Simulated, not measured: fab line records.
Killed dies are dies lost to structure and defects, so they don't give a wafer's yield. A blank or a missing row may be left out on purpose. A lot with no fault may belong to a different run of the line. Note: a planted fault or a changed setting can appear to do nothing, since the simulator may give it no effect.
Matching of chambers    flow n5 finfet    N5_HKMG_FIN_PWFM_ALD_03 on ald metal-03 has 4 sister chambers
The step deposits TiN, target thk 2 nm, pulse time 1 s, purge time 3 s. 16 wafers are shown with their chamber, then 8 later ones without.

== WAFERS PAIRED WITH THEIR CHAMBERS ==
wafer   chamber  heater power w (W)  precursor pulse height rel
L076.2  0        934                 0.977
L076.3  1        920                 1.010
L076.5  1        916                 1.005
L078.1  0        888                 0.975
L078.2  3        917                 1.000
L078.6  3        911                 1.000
L082.1  1        907                 1.003
L082.2  2        948                 1.008
L082.3  3        916                 0.998
L082.4  2        959                 1.020
L082.5  3        918                 1.020
L082.6  1        915                 0.988
L086.2  0        898                 0.988
L086.4  1        926                 0.991
L086.6  2        948                 1.029
L087.2  3        907                 0.923

SIGNATURES, as means of the wafers listed above
reading                     chamber 0  chamber 1  chamber 2  chamber 3  scatter within a chamber
heater power w              906.67     916.80     951.67     913.80     11.3
precursor pulse height rel  0.98000    0.99940    1.01900    0.98820    0.0229
Rule: for a wafer and a chamber, the distance is found by dividing, reading by reading, the gap between the wafer's reading and the chamber's mean by the reading's scatter, squaring, summing and taking the root. The wafer belongs to the nearest chamber; if the next one is less than 2 further off, it can't be placed. The scatter: take each reading less its chamber's mean, square it, sum over the shown wafers, divide by the number of wafers less the number of chambers, and take the root.

== WAFERS WITHOUT THEIR CHAMBER ==
wafer   heater power w (W)  precursor pulse height rel
L087.5  925                 0.985
L087.6  907                 0.995
L091.2  896                 1.007
L091.4  879                 0.992
L091.6  911                 0.993
L094.2  954                 1.000
L094.3  933                 1.006
L094.5  948                 0.992

== WHICH CHAMBER EACH ONE RAN IN ==
wafer   from the rows above                in truth
L087.5  can't be placed: 1 or 3 or 0 or 2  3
L087.6  can't be placed: 0 or 3 or 1       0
L091.2  can't be placed: 0 or 3 or 1       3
L091.4  can't be placed: 0 or 3 or 1       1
L091.6  can't be placed: 3 or 1 or 0       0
L094.2  2                                  2
L094.3  can't be placed: 1 or 2 or 3 or 0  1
L094.5  can't be placed: 2 or 1 or 3       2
1 of 8 placed correctly. Unplaceable from these rows: 7, with the true chamber sitting among the candidates in 7. 0 placed wrongly.
